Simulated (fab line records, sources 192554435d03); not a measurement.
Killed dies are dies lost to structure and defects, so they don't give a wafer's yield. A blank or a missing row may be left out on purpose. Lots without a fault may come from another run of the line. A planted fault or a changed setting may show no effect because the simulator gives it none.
Which tool did it? | flow n5_finfet | 11 lots, 33 wafers sampled, at 4 steps of a route of 1938

WHAT THE GAUGES READ, wafer by wafer
N5_BEOL_M12_CD_MEAS_28: target cd 160.2 nm. Usual: cd_nm 160.0 nm, standard deviation 1.3.
lot  | measured     | on        | cd_nm (nm)        | flag
L116 | day 11 18:41 | cd_sem-01 | 161.0 161.0 158.2 |
L121 | day 14 18:11 | cd_sem-01 | 160.0 158.7 160.5 |
L120 | day 14 19:37 | cd_sem-03 | 161.2 161.7 161.8 |
L122 | day 15 04:05 | cd_sem-03 | 158.8 160.6 159.9 |
L124 | day 15 21:34 | cd_sem-03 | 158.9 159.1 159.4 |
L128 | day 16 10:17 | cd_sem-01 | 161.3 162.0 160.7 |
L117 | day 16 19:37 | cd_sem-01 | 161.7 159.4 161.9 |
L133 | day 17 23:59 | cd_sem-02 | 159.3 158.2 158.3 |
L134 | day 18 06:34 | cd_sem-01 | 158.6 159.5 158.9 |
L137 | day 18 06:50 | cd_sem-01 | 160.1 160.0 159.6 |
L135 | day 18 08:34 | cd_sem-01 | 158.6 158.6 159.0 |

N5_BEOL_M13_CD_MEAS_17: target cd 190 nm. Usual: cd_nm 190.8 nm, standard deviation 1.7.
lot  | measured     | on        | cd_nm (nm)        | flag
L116 | day 12 00:30 | cd_sem-01 | 193.4 193.0 189.4 |
L121 | day 15 00:36 | cd_sem-03 | 192.0 189.7 190.1 |
L120 | day 15 01:39 | cd_sem-01 | 191.3 192.1 192.7 |
L122 | day 15 10:41 | cd_sem-01 | 191.7 188.4 193.6 |
L124 | day 16 04:49 | cd_sem-02 | 189.9 188.6 187.9 |
L128 | day 16 17:55 | cd_sem-01 | 189.5 190.4 191.9 |
L117 | day 17 00:39 | cd_sem-01 | 188.5 191.4 191.0 |
L133 | day 18 05:44 | cd_sem-01 | 189.9 186.9 190.7 |
L134 | day 18 13:04 | cd_sem-03 | 189.7 191.3 191.5 |
L137 | day 18 16:25 | cd_sem-01 | 193.4 192.5 192.6 |
L135 | day 18 16:52 | cd_sem-01 | 192.1 190.4 192.8 |

WHICH TOOL RAN EACH LOT (tool, then ch and the chambers of the sampled wafers, then the start)
lot  | N5_BEOL_M12_ETCH_68                | N5_BEOL_M13_COAT_04
L116 | rie_diel-03 ch 2,3, day 11 19:08   | litho_track-03 ch 0, day 11 23:37
L121 | rie_diel-01 ch 0,1,3, day 14 19:07 | litho_track-03 ch 0, day 14 22:44
L120 | rie_diel-01 ch 0,1,3, day 14 20:08 | litho_track-03 ch 0, day 14 23:32
L122 | rie_diel-03 ch 0,1,2, day 15 04:22 | litho_track-04 ch 0, day 15 09:02
L124 | rie_diel-03 ch 0,2,3, day 15 21:55 | litho_track-04 ch 0, day 16 03:31
L128 | rie_diel-03 ch 0,2,3, day 16 10:39 | litho_track-04 ch 0, day 16 17:01
L117 | rie_diel-01 ch 0,1, day 16 19:53   | litho_track-02 ch 0, day 16 23:31
L133 | rie_diel-03 ch 0,1,3, day 18 00:46 | litho_track-04 ch 0, day 18 04:50
L134 | rie_diel-03 ch 0,2,3, day 18 07:00 | litho_track-04 ch 0, day 18 12:11
L137 | rie_diel-05 ch 0,3, day 18 07:27   | litho_track-03 ch 0, day 18 15:32
L135 | rie_diel-01 ch 0,1,3, day 18 08:50 | litho_track-02 ch 0, day 18 15:52
- N5_BEOL_M12_ETCH_68: etches SOC in N2/H2, time 285 s.
- N5_BEOL_M13_COAT_04: resist thk 400 nm.

WHAT THE TOOLS THEMSELVES READ (means of the sampled wafers that have a number; where no wafer has one, the mark that the record gives instead)
N5_BEOL_M12_ETCH_68. Usual: drypump_motor_current_A 6.0 A, standard deviation 0.51; oes_product_au 0.80 a.u., standard deviation 0.066; rf_vpp_V 522.8 V, standard deviation 2.6; showerhead_plenum_p_Torr 2.50 Torr, standard deviation 0.092; throttle_valve_pct 17.77 %, standard deviation 0.19.
lot  | tool        | drypump_motor_current_A (A) | oes_product_au (a.u.) | rf_vpp_V (V) | showerhead_plenum_p_Torr (Torr) | throttle_valve_pct (%) | flag
L116 | rie_diel-03 | 6.3                         | 0.86                  | 524.9        | 2.58                            | 17.86                  |
L121 | rie_diel-01 | 5.9                         | 0.75                  | 520.2        | 2.40                            | 17.66                  |
L120 | rie_diel-01 | 5.9                         | 0.74                  | 520.4        | 2.40                            | 17.66                  |
L122 | rie_diel-03 | 6.4                         | 0.79                  | 524.4        | 2.53                            | 17.82                  |
L124 | rie_diel-03 | 6.1                         | 0.82                  | 523.4        | 2.54                            | 17.94                  |
L128 | rie_diel-03 | 6.1                         | 0.82                  | 524.0        | 2.54                            | 17.95                  |
L117 | rie_diel-01 | 6.4                         | 0.76                  | 520.5        | 2.45                            | 17.71                  |
L133 | rie_diel-03 | 6.0                         | 0.80                  | 523.2        | 2.53                            | 17.87                  |
L134 | rie_diel-03 | 6.1                         | 0.80                  | 523.5        | 2.53                            | 17.98                  |
L137 | rie_diel-05 | 5.4                         | 0.78                  | 523.6        | 2.52                            | 17.62                  |
L135 | rie_diel-01 | 5.9                         | 0.72                  | 519.5        | 2.38                            | 17.71                  |

N5_BEOL_M13_COAT_04. Usual: dispense_pressure_kPa 53.9 kPa, standard deviation 2.3; spin_speed_rpm 1625.3 rpm, standard deviation 1.
lot  | tool           | dispense_pressure_kPa (kPa) | spin_speed_rpm (rpm) | flag
L116 | litho_track-03 | 55.7                        | 1626.4               |
L121 | litho_track-03 | 55.7                        | 1626.7               |
L120 | litho_track-03 | 55.6                        | 1626.2               |
L122 | litho_track-04 | 55.6                        | 1625.9               |
L124 | litho_track-04 | 55.6                        | 1624.7               |
L128 | litho_track-04 | 55.6                        | 1626.2               |
L117 | litho_track-02 | 50.6                        | 1626.4               |
L133 | litho_track-04 | 55.5                        | 1573.8               | OFF
L134 | litho_track-04 | 55.5                        | 1573.3               | OFF
L137 | litho_track-03 | 55.7                        | 1624.2               |
L135 | litho_track-02 | 50.6                        | 1625.4               |

THE ANSWER, worked out from the rows above alone
Rule: a lot is off if the mean of its wafers that have a number lies more than 3 standard deviations from the usual mean. A lot without any number at a reading at which 4 lots or more have one is off too. The other lots that the step has rows for count as sound. The gauges are gone through in route order, then the tools' own readings, and for those a lot's mean is taken as printed above. The first step at which some lot is off is used, and at that step the reading that is off furthest; a lot without a number counts as furthest.
Off: L133, L134, at N5_BEOL_M13_COAT_04 (spin_speed_rpm).
A tool fits if, at that step or a process step before it, it ran every lot that is off, and no sound lot after the first of them. Can't be told from this: 2 tools fit, rie_diel-03 at N5_BEOL_M12_ETCH_68, litho_track-04 at N5_BEOL_M13_COAT_04.

WHAT THE SIMULATOR HAD PUT IN
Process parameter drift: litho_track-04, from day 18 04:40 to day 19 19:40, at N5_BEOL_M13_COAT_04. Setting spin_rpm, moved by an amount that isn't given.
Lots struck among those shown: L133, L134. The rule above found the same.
